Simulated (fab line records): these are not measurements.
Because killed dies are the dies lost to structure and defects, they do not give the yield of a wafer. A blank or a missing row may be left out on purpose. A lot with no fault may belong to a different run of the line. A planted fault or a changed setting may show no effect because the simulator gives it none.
Comparing a struck lot with a sound one || flow nandHarc || 41 out of 1302 route steps
Sound: the wafers L824.2, L824.3, L824.5. The struck wafers were L829.3, L829.4, L829.5. Last of all comes the cause.
For every step that has rows: the tool of each side, followed by ch and its chambers, followed by its first start. Under that, the readings that differ: sound wafers || struck wafers || difference of the means || sigmas: that difference in standard deviations of wafers without a fault.
alike: readings with means less than 2 such deviations apart, plus words and numbers identical on both sides. not compared: withheld readings, readings lacking a value on some wafer, bounds such as >300 that could conceal the same value, and numbers that have no deviation in the record and whose values overlap.
Wherever a step has rows on one side only, a row that says differs or no value, or a row with sigmas, the two part there. When numbers do not overlap yet have no deviation, they are printed without sigmas and do not part them. Lack of a reading on every wafer of one side parts them only where that side has two or more wafers.

NHARC_A_ONON_D2_THK_MEAS_34: measures by ellipsometry.
  sound: filmMetro-01 at day 15 04:51; struck: filmMetro-02 at day 16 13:20
  alike: thkNm
NHARC_A_ONON_D2_INSPECT_32:
  sound: defectInspect-01 at day 15 04:55; struck: defectInspect-02 at day 16 13:25
  alike: rawDefectCount
then, 9 steps without rows for these wafers: NHARC_A_CHANNEL_HOLE_D2_DEP_00 (deposits aC, target thk 3100 nm); NHARC_A_CHANNEL_HOLE_D2_DEP_01 (deposits SiON, target thk 140 nm); NHARC_A_CHANNEL_HOLE_D2_DEHYDRATE_02 (time 120 s); NHARC_A_CHANNEL_HOLE_D2_HMDS_03 (time 30 s); NHARC_A_CHANNEL_HOLE_D2_COAT_36 (time 75 s); NHARC_A_CHANNEL_HOLE_D2_COAT_37 (time 65 s); NHARC_A_CHANNEL_HOLE_D2_COAT_04 (resist thk 90 nm); NHARC_A_CHANNEL_HOLE_D2_SOFTBAKE_05 (time 55 s); NHARC_A_CHANNEL_HOLE_D2_EBR_06.
NHARC_A_CHANNEL_HOLE_D2_EXPOSE_07: exposes mask HOLE D2, target cd 100 nm.
  sound on arfiScanner-02 ch 0, day 15 10:36; struck on arfiScanner-01 ch 0, day 16 16:34
{"reading": "exposureDoseMJCm2", "sound": "59.6 59.6 59.6", "struck": "35.9 36.0 35.9", "difference": -23.7, "sigmas": -49}
  alike: mask
then, 2 steps without rows for these wafers: NHARC_A_CHANNEL_HOLE_D2_PEB_08 (peb time 65 s); NHARC_A_CHANNEL_HOLE_D2_DEVELOP_09 (develop time 35 s).
NHARC_A_CHANNEL_HOLE_D2_CD_MEAS_10 targets a cd of 100 nm.
  sound on cdSem-01 ch 0, day 15 10:44; struck on cdSem-01 ch 0, day 16 16:43
{"reading": "cdNm (nm)", "sound": "100.7 100.5 100.8", "struck": "74.4 74.7 74.9", "difference": -26.0, "sigmas": -63}
NHARC_A_CHANNEL_HOLE_D2_OVL_MEAS_11:
  sound: overlay-02 at day 15 10:49; struck: overlay-02 at day 16 16:47
{"reading": "overlayYNm (nm)", "sound": "-0.6 -1.0 -1.2", "struck": "1.0 0.7 0.5", "difference": "+1.7", "sigmas": "+2"}
  alike: overlayXNm
NHARC_A_CHANNEL_HOLE_D2_INSPECT_12:
  sound: defectInspect-02 at day 15 10:52; struck: defectInspect-01 at day 16 16:50
  alike: rawDefectCount
NHARC_A_CHANNEL_HOLE_D2_DESCUM_15: chemistry O2, time 3 s.
  sound on rieDiel-11 ch 0,1, day 15 10:55; struck on rieDiel-12 ch 1,3, day 16 16:53
{"reading": "model.A_CHANNEL_HOLE_D2.cdNm (nm)", "sound": "100.4 101 100.8", "struck": "74.19 74.06 74.62", "difference": -26.44, "sigmas": ""}
  alike: drypumpMotorCurrentA, oesProductAu, rfVppV, showerheadPlenumPTorr, throttleValvePct
  not compared: rfHoursCounterH
then, 1 step without rows for these wafers: NHARC_A_CHANNEL_HOLE_D2_ETCH_38 (etches the open film in CF4, target depth 39 nm, time 65 s).
NHARC_A_CHANNEL_HOLE_D2_ETCH_39: etches the open film in N2/H2, target depth 260 nm, time 325 s.
  sound: rieDiel-11 ch 1,2,3; struck: rieDiel-12 ch 1,2
  alike: drypumpMotorCurrentA, oesProductAu, rfVppV, showerheadPlenumPTorr, throttleValvePct
  not compared: rfHoursCounterH
then, 2 steps without rows for these wafers: NHARC_A_CHANNEL_HOLE_D2_ETCH_34 (etches the open film in CF4/CHF3, target depth 154 nm, time 77 s); NHARC_A_CHANNEL_HOLE_D2_ETCH_16 (etches the open film in O2/COS, target depth 3100 nm, time 806 s).
NHARC_A_CHANNEL_HOLE_D2_CD_MEAS_18:
  sound: cdSem-02 at day 15 12:02; struck: cdSem-02 at day 16 18:04
{"reading": "cdNm (nm)", "sound": "101.2 101.2 100.1", "struck": "73.9 72.9 72.5", "difference": -27.7, "sigmas": -18}
NHARC_A_CHANNEL_HOLE_D2_ETCH_19: etches the open film in C4F8/O2/Ar, time 34.5 s.
  sound on harEtch-01 ch 0,1, day 15 12:07; struck on harEtch-02 ch 0,1, day 16 19:26
{"reading": "drypumpMotorCurrentA (A)", "sound": "6.5 6.3 6.4", "struck": "4.9 5.1 5.1", "difference": -1.4, "sigmas": -2}
  alike: showerheadPlenumPTorr, throttleValvePct
  not compared: rfHoursCounterH
then, 1 step without rows for these wafers: NHARC_A_CHANNEL_HOLE_D2_ETCH_20 (etches the open film in C4F8/O2/Ar, time 361.9 s, target depth 1600 nm).
NHARC_A_CHANNEL_HOLE_D2_ETCH_21: etches the open film in C4F8/O2/Ar, time 514.3 s, target depth 1600 nm.
  sound on harEtch-01 ch 0,1, day 15 12:36; struck on harEtch-02 ch 0,1, day 16 19:58
{"reading": "drypumpMotorCurrentA (A)", "sound": "6.5 6.3 6.4", "struck": "4.9 5.1 5.1", "difference": -1.4, "sigmas": -2}
  alike: showerheadPlenumPTorr, throttleValvePct
  not compared: rfHoursCounterH
then, 4 steps without rows for these wafers: NHARC_A_CHANNEL_HOLE_D2_ETCH_22 (etches the open film in C4F8/O2/Ar, time 666.7 s, target depth 1600 nm); NHARC_A_CHANNEL_HOLE_D2_ETCH_23 (etches the open film in C4F8/O2/Ar, time 819 s, target depth 1600 nm); NHARC_A_CHANNEL_HOLE_D2_ETCH_24 (etches the open film in C4F8/O2/Ar, time 906.2 s, target depth 1500 nm); NHARC_A_CHANNEL_HOLE_D2_ETCH_25 (etches the open film in C4F8/O2/Ar, time 1040.2 s, target depth 1500 nm).
NHARC_A_CHANNEL_HOLE_D2_ETCH_26: etches the open film in C4F8/O2/Ar, time 224.1 s, target depth 300 nm.
  sound on harEtch-01 ch 0,1, day 15 15:55; struck on harEtch-02 ch 0,1, day 16 23:15
{"reading": "drypumpMotorCurrentA (A)", "sound": "6.5 6.3 6.4", "struck": "4.9 5.1 5.1", "difference": -1.4, "sigmas": -2}
  alike: showerheadPlenumPTorr, throttleValvePct
  not compared: rfHoursCounterH
NHARC_A_CHANNEL_HOLE_D2_ETCH_27: etches the open film in C4F8/O2/Ar, time 90 s, target depth 400 nm.
  sound on harEtch-01 ch 0,1, day 15 16:07; struck on harEtch-02 ch 0,1, day 16 23:27
  alike: drypumpMotorCurrentA, showerheadPlenumPTorr, throttleValvePct
  not compared: rfHoursCounterH
then, 3 steps without rows for these wafers: NHARC_A_CHANNEL_HOLE_D2_STRIP_41 (strips in N2/H2); NHARC_A_CHANNEL_HOLE_D2_STRIP_42 (strips in CF4/CHF3); NHARC_A_CHANNEL_HOLE_D2_STRIP_43 (strips in O2/COS).
NHARC_A_CHANNEL_HOLE_D2_ETCH_44: etches the open film in CF4/O2, target depth 140 nm, overetch 14 nm, time 77 s.
  sound on rieDiel-11 ch 1,2, day 15 16:50; struck on rieDiel-11 ch 1,3, day 17 00:08
{"reading": "model.A_CHANNEL_HOLE_D2.cdNm (nm)", "sound": "91.47 92.34 91.99", "struck": "63.85 63.53 63.7", "difference": -28.24, "sigmas": ""}
  alike: cf4FlowSccm, drypumpMotorCurrentA, oesProductAu, rfVppV, showerheadPlenumPTorr, throttleValvePct
  not compared: rfHoursCounterH
then, 3 steps without rows for these wafers: NHARC_A_CHANNEL_HOLE_D2_STRIP_28 (strips in O2); NHARC_A_CHANNEL_HOLE_D2_PRECLEAN_29 (cleans in SC1); NHARC_A_CHANNEL_HOLE_D2_SRD_30.
NHARC_A_CHANNEL_HOLE_D2_CD_MEAS_31:
  sound: cdSem-02 at day 15 17:38; struck: cdSem-02 at day 17 00:56
{"reading": "cdNm (nm)", "sound": "91.2 92.3 91.5", "struck": "64.0 63.7 64.4", "difference": -27.6, "sigmas": -31}
NHARC_A_CHANNEL_HOLE_D2_XSEM_32:
  sound on xsem-02 ch 0, day 15 17:43; struck on xsem-02 ch 0, day 17 01:01
{"reading": "botCdNm (nm)", "sound": "75.4 76.3 75.7", "struck": "48.2 48.3 49.3", "difference": -27.2, "sigmas": -25}
{"reading": "bowNm (nm)", "sound": "9.19 9.18 9.18", "struck": "8.53 8.50 8.50", "difference": -0.67, "sigmas": -2}
  alike: tiltDeg

## WHERE THEY PART
At NHARC_A_CHANNEL_HOLE_D2_EXPOSE_07 first; at NHARC_A_CHANNEL_HOLE_D2_XSEM_32 last (within this record only).

WHY: the cause the simulator had injected
Drift in process parameters on arfiScanner-01 at NHARC_A_CHANNEL_HOLE_D2_EXPOSE_07, starting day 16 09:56. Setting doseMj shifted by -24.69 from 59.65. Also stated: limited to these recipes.
